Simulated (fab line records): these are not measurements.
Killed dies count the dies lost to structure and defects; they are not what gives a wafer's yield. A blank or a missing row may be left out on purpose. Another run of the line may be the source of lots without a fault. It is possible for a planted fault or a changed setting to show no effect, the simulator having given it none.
Split-lot study	flow n5Finfet	route with 1938 steps; 7 lots, 30 wafers read

## ON THE SPLIT
At N5_BEOL_M13_TRENCH_ETCH_34 (etches SiOC in C4F8/O2/Ar, target depth 413.47 nm, time 162.6 s), the setting timeS was moved away from the recipe's 162.6 s on 12 of the 30 wafers read, by -47.0% to +58.7%. This setting was run at the recipe's value on the other wafers.

## FROM THE SPLIT TO THE READING: what the file shows between them, 10 steps
- N5_BEOL_M13_STRIP_70: strips in C4F8/O2/Ar
- N5_BEOL_M13_OCD_MEAS_35
- N5_BEOL_M13_STRIP_37: strips in N2/H2
- N5_BEOL_M13_ETCH_38: etches SiCN in CF4/N2, target depth 67.5 nm, time 71.9 s
- N5_BEOL_M13_ECD_47: material Cu, target thk 936 nm
- N5_BEOL_M13_ANNEAL_48: time 90 s
- N5_BEOL_M13_CMP_49: polishes, stops on SiOC, t overpolish 17.1 s, target thk 420 nm
- N5_BEOL_M13_THK_MEAS_50: measures by xrf
- N5_BEOL_M13_PRE_CLEAN_52: time 15 s
- N5_BEOL_M13_DEP_53: deposits SiCN from 3MS/NH3, target thk 50 nm, time 17.8 s

## THE READING
M13_RS in ohm/sq, measured at N5_BEOL_M13_RS_MEAS_54 by four-point-probe. A value of 0.0448 ohm/sq with a standard deviation of 0.00069 ohm/sq is what fault-free wafers of this fab line usually give.

wafer	tool, chamber at the split	timeS as run, s	against the recipe	M13_RS, ohm/sq	against lot-mates on the recipe
L074.2	rieDiel-03, 3	162.6	recipe	0.0454	-
L074.3	rieDiel-03, 0	162.6	recipe	0.0448	-
L074.5	rieDiel-03, 2	162.6	recipe	0.0450	-
L081.1	rieDiel-03, 3	188.6	+16.0%	0.0388	-0.0057
L081.2	rieDiel-03, 1	162.6	recipe	0.0433	-
L081.3	rieDiel-03, 0	162.6	recipe	0.0447	-
L081.4	rieDiel-03, 2	188.6	+16.0%	0.0381	-0.0064
L081.5	rieDiel-03, 0	188.6	+16.0%	0.0389	-0.0056
L081.6	rieDiel-03, 3	162.6	recipe	0.0454	-
L083.2	rieDiel-03, 1	162.6	recipe	0.0441	-
L083.3	rieDiel-03, 0	162.6	recipe	0.0451	-
L083.4	rieDiel-03, 2	162.6	recipe	0.0445	-
L085.1	rieDiel-02, 2	162.6	recipe	0.0444	-
L085.2	rieDiel-02, 3	89.34	-45.1%	0.0801	+0.0358
L085.3	rieDiel-02, 1	162.6	recipe	0.0444	-
L085.4	rieDiel-02, 0	89.34	-45.1%	0.0807	+0.0364
L085.5	rieDiel-02, 1	162.6	recipe	0.0442	-
L085.6	rieDiel-02, 0	89.34	-45.1%	0.0800	+0.0357
L087.4	rieDiel-03, 1	86.22	-47.0%	0.0848	+0.0410
L087.5	rieDiel-03, 2	86.22	-47.0%	0.0857	+0.0419
L087.6	rieDiel-03, 1	162.6	recipe	0.0438	-
L089.1	rieDiel-03, 3	126	-22.5%	0.0586	+0.0136
L089.2	rieDiel-03, 0	162.6	recipe	0.0454	-
L089.4	rieDiel-03, 2	162.6	recipe	0.0445	-
L097.1	rieDiel-02, 2	162.6	recipe	0.0433	-
L097.2	rieDiel-02, 0	258.1	+58.7%	0.0280	-0.0157
L097.3	rieDiel-02, 3	162.6	recipe	0.0442	-
L097.4	rieDiel-02, 3	162.6	recipe	0.0436	-
L097.5	rieDiel-02, 0	258.1	+58.7%	0.0281	-0.0156
L097.6	rieDiel-02, 2	258.1	+58.7%	0.0271	-0.0166

FIT RESULTS
A straight line over all 30 wafers: M13_RS changes by -0.000547 ohm/sq for each +1% of timeS; r = -0.93; the points scatter about the line by 0.0063 ohm/sq.
The same after taking each lot's own level away (the mean of its wafers on the recipe; 30 wafers): -0.000544 ohm/sq for each +1%; r = -0.92; scatter 0.0065 ohm/sq.
Per that fit: largest timeS move, reading shift of 0.032 ohm/sq.
From 0.04370 to 0.04507 ohm/sq: that is the span of the lots' own levels, equal to 2.0 times the standard deviation above.
Hence the lot-to-lot level has little effect on the slope; both slopes agree.
Check: -0.0308 ohm/sq against its lot-mates is what the line predicts for one of the wafers moved furthest among these (+58.7%) when that wafer is left out of the fit. It came out at -0.0157 ohm/sq against them.

## OTHER SPLITS APPLIED TO THESE WAFERS
These wafers also went through other splits before the reading. Each is held against what the fit with the lots' levels taken away leaves over:
other split on the same wafers	wafers away from the commonest value	r with M13_RS (lot level and that fit taken away)
N5_BEOL_M9_ILD_DEP_00 targetThkA	13	-0.16

## THE WHOLE CHAIN: every reading that the file lists as answering this split, in the file's order
step	what it does	reading	change (the file's fit)	r (the file's)
N5_BEOL_M13_TRENCH_ETCH_34	etches SiOC in C4F8/O2/Ar, target depth 413.47 nm, time 162.6 s	etch.depthNm (the simulator's own value, which no gauge read)	+4.13 nm for each +1% of the setting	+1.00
N5_BEOL_M13_OCD_MEAS_35		trenchDepthNm	+4.14 nm for each +1% of the setting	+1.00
N5_BEOL_M13_CMP_49	polishes, stops on SiOC, t overpolish 17.1 s, target thk 420 nm	Cu_of_BEOL_M13_ECD_47.thkNm (the simulator's own value, which no gauge read)	+4.12 nm for each +1% of the setting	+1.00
N5_BEOL_M13_THK_MEAS_50	measures by xrf	M13_THK	+4.04 for each +1% of the setting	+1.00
N5_BEOL_M13_RS_MEAS_54	measures by four-point-probe	M13_RS	-0.000527 for each +1% of the setting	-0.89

## FILE'S OWN FIT
M13_RS changes by -0.000527 ohm/sq for each +1% of timeS, r = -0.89.
